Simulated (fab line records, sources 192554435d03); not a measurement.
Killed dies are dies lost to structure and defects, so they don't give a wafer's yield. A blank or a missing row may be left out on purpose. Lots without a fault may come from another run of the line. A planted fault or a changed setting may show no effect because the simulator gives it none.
Chamber matching | flow n5_finfet | N5_SD_EPI_N_ETCHBACK_44 on rie_diel-03: 4 sister chambers
The step etches SiNx in CH3F/O2, stops on SiO2, target depth 14.5 nm. 14 wafers are shown with their chamber, then 7 later ones without.

WAFERS WITH THEIR CHAMBER
wafer  | chamber | drypump_motor_current_A (A) | showerhead_plenum_p_Torr (Torr) | rf_vpp_V (V)
L078.2 | 2       | 5.96                        | 2.08                            | 297
L078.4 | 0       | 5.52                        | 1.99                            | 287
L078.5 | 1       | 5.77                        | 1.95                            | 284
L080.2 | 0       | 5.51                        | 1.99                            | 286
L080.4 | 1       | 5.78                        | 1.95                            | 283
L080.5 | 0       | 5.49                        | 1.99                            | 286
L082.3 | 1       | 5.78                        | 1.95                            | 285
L082.4 | 2       | 5.96                        | 2.08                            | 298
L082.6 | 1       | 5.77                        | 1.95                            | 284
L085.2 | 1       | 5.79                        | 1.94                            | 284
L085.3 | 0       | 5.53                        | 1.99                            | 286
L085.4 | 1       | 5.79                        | 1.94                            | 283
L086.2 | 0       | 5.53                        | 1.98                            | 287
L086.3 | 3       | 5.67                        | 1.93                            | 291

SIGNATURES (means of the wafers above)
reading                  | chamber 0 | chamber 1 | chamber 2 | chamber 3 | scatter within a chamber
drypump_motor_current_A  | 5.5160    | 5.7800    | 5.9600    | 5.6700    | 0.0123
showerhead_plenum_p_Torr | 1.9880    | 1.9467    | 2.0800    | 1.9300    | 0.00462
rf_vpp_V                 | 286.40    | 283.83    | 297.50    | 291.00    | 0.673
Rule: a wafer's distance from a chamber is the root of the sum, over the readings, of the square of ((its reading less the chamber's mean) divided by the reading's scatter). The wafer belongs to the nearest chamber; if the next one is less than 2 further off, it can't be placed. The scatter: the root of (the sum of the squares of (reading less its chamber's mean) over the shown wafers, divided by (wafers less chambers)).

WAFERS WITHOUT THEIR CHAMBER
wafer  | drypump_motor_current_A (A) | showerhead_plenum_p_Torr (Torr) | rf_vpp_V (V)
L086.4 | 5.55                        | 1.98                            | 287
L090.3 | 5.78                        | 1.94                            | 285
L090.4 | 5.95                        | 2.08                            | 296
L090.6 | 5.63                        | 1.93                            | 292
L093.2 | 5.54                        | 1.98                            | 286
L093.3 | 5.93                        | 2.08                            | 297
L093.6 | 5.55                        | 1.98                            | 288

WHICH CHAMBER EACH WENT THROUGH
wafer  | from the rows above | in truth
L086.4 | 0                   | 0
L090.3 | 1                   | 1
L090.4 | 2                   | 2
L090.6 | 3                   | 3
L093.2 | 0                   | 0
L093.3 | 2                   | 2
L093.6 | 0                   | 0
Placed correctly: 7 of 7. Can't be placed from these rows: 0. Placed wrongly: 0.
